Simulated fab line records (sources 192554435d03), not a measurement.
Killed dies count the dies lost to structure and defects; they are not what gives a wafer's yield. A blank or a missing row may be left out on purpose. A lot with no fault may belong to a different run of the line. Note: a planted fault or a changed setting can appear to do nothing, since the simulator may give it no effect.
Chamber matching | flow n5_finfet | N5_FIN_SAQP_DESCUM_21 on rie_diel-06 has 4 sister chambers
The step chemistry O2, time 7.9 s. 7 wafers are shown with their chamber, then 7 later ones without.

== WAFERS WITH THEIR CHAMBER ==
wafer  | chamber | throttle_valve_pct (%) | showerhead_plenum_p_Torr (Torr)
L080.2 | 1       | 20.63                  | 1.97
L086.2 | 2       | 20.14                  | 2.14
L087.1 | 3       | 20.23                  | 2.10
L087.4 | 0       | 20.87                  | 2.02
L087.6 | 2       | 20.14                  | 2.13
L088.2 | 3       | 20.22                  | 2.10
L088.3 | 0       | 20.88                  | 2.02

== WAFERS WITHOUT THEIR CHAMBER ==
wafer  | throttle_valve_pct (%) | showerhead_plenum_p_Torr (Torr)
L088.4 | 20.15                  | 2.13
L089.2 | 20.66                  | 1.97
L089.4 | 20.88                  | 2.02
L089.6 | 20.88                  | 2.02
L092.2 | 20.69                  | 1.97
L092.3 | 20.16                  | 2.13
L092.4 | 20.23                  | 2.10

== EACH ONE'S CHAMBER ==
wafer  | from the rows above | in truth
L088.4 | 2                   | 2
L089.2 | 1                   | 1
L089.4 | 0                   | 0
L089.6 | 0                   | 0
L092.2 | 1                   | 1
L092.3 | 2                   | 2
L092.4 | 3                   | 3
Correct placement for 7 of the 7. Not placeable from these rows: 0. Placed wrongly: 0.
How it was worked out, from the rows above alone: a wafer's distance from a chamber is the root of the sum, over the readings, of the square of ((its reading less the chamber's mean) divided by the reading's scatter). The wafer belongs to the nearest chamber; if the next one is less than 2 further off, it can't be placed. A chamber's mean is the mean of its shown wafers. The scatter: the root of (the sum of the squares of (reading less its chamber's mean) over the shown wafers, divided by (wafers less chambers)).
